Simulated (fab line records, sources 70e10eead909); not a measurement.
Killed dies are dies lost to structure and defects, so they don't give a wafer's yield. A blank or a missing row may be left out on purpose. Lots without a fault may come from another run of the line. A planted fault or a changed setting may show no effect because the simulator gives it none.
Which tool did it? | flow nand_harc | 6 lots, 18 wafers sampled, at 3 steps of a route of 1302

WHAT THE GAUGES READ, wafer by wafer
NHARC_END_SORT_01.
lot  | measured     | on        | killed_open
L589 | day 29 22:55 | prober-01 | 3 3 6
L592 | day 31 02:41 | prober-02 | 5 3 6
L593 | day 31 07:20 | prober-02 | 1 0 4
L597 | day 33 05:38 | prober-02 | 4 5 3

WHICH TOOL RAN EACH LOT (tool, then ch and the chambers of the sampled wafers, then the start)
lot  | NHARC_A_BLC_PVD_32                      | NHARC_A_M0_EXPOSE_06
L580 | pvd_sputter-02, day 24 05:08 or earlier | arfi_scanner-01 ch 0, day 24 05:08
L589 | pvd_sputter-02, day 27 14:13 or earlier | arfi_scanner-01 ch 0, day 27 14:13
L592 | pvd_sputter-02, day 29 04:52 or earlier | arfi_scanner-01 ch 0, day 29 04:52
L593 | pvd_sputter-02, day 29 16:49 or earlier | arfi_scanner-01 ch 0, day 29 16:49
L597 | pvd_sputter-01, day 31 12:31 or earlier | arfi_scanner-02 ch 0, day 31 12:31
L600 | pvd_sputter-02, day 32 21:31 or earlier | arfi_scanner-03 ch 0, day 32 21:31
- NHARC_A_BLC_PVD_32: deposits Ti, target thk 5 nm, time 17.7 s.
- NHARC_A_M0_EXPOSE_06: exposes mask A M0, target cd 80 nm.

THE ANSWER, worked out from the rows above alone
Rule: what is usual is taken from the lots themselves. Put in order of their means at a reading, lots are off if they are a third of the lots or fewer, leave a main group of 4 or more, and stand apart from it by a gap of 3 or more times the standard deviation of the main group's means; of several such gaps the widest counts. A main group whose means are all the same, to the digits that the tables above print for the reading, isn't used. A lot without any number at a reading at which 4 lots or more have one is off too. The other lots that the step has rows for count as sound.
No lot is off at any reading shown: from this, nothing can be told.

WHAT THE SIMULATOR HAD PUT IN
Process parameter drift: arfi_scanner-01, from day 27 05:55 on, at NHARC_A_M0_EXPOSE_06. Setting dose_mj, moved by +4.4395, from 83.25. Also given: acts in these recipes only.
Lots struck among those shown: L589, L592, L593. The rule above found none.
